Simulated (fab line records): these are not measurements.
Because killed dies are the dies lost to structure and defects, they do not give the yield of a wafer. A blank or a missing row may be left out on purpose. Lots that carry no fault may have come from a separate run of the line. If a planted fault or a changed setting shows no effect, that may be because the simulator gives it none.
Matching of chambers -- flow nand_harc -- pecvd-04 running NHARC_A_STAIRCASE_DEP_156: 3 sister chambers
The step deposits SiNx, target thk 50 nm. 16 wafers are shown with their chamber, then 8 later ones without.

## WAFERS WITH THEIR CHAMBER
wafer,chamber,heater_power_w (W)
L074.1,1,690
L074.2,0,626
L074.3,2,722
L075.1,0,626
L075.2,1,670
L075.4,0,597
L087.4,1,679
L087.5,2,727
L087.6,0,613
L086.1,0,644
L086.2,2,649
L086.3,1,652
L092.1,1,701
L092.2,2,637
L092.3,0,671
L091.2,1,598

SIGNATURES, as means of the wafers listed above
reading,chamber 0,chamber 1,chamber 2,scatter within a chamber
heater_power_w,629.50,665.00,683.75,36
Rule: a wafer's distance from a chamber is the root of the sum, over the readings, of the square of ((its reading less the chamber's mean) divided by the reading's scatter). The wafer belongs to the nearest chamber; if the next one is less than 2 further off, it can't be placed. The scatter: take each reading less its chamber's mean, square it, sum over the shown wafers, divide by the number of wafers less the number of chambers, and take the root.

## WAFERS WITH NO CHAMBER GIVEN
wafer,heater_power_w (W)
L091.4,620
L091.6,770
L094.4,657
L094.5,653
L094.6,763
L096.4,663
L096.5,595
L096.6,761

## WHICH CHAMBER EACH ONE RAN IN
wafer,from the rows above,in truth
L091.4,can't be placed: 0 or 1 or 2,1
L091.6,can't be placed: 2 or 1 or 0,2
L094.4,can't be placed: 1 or 2 or 0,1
L094.5,can't be placed: 1 or 0 or 2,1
L094.6,can't be placed: 2 or 1 or 0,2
L096.4,can't be placed: 1 or 2 or 0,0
L096.5,can't be placed: 0 or 1 or 2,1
L096.6,can't be placed: 2 or 1 or 0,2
Placed correctly: 0 of 8. These rows do not allow placing 8 (true chamber among the candidates in 8). Placed wrongly: 0.
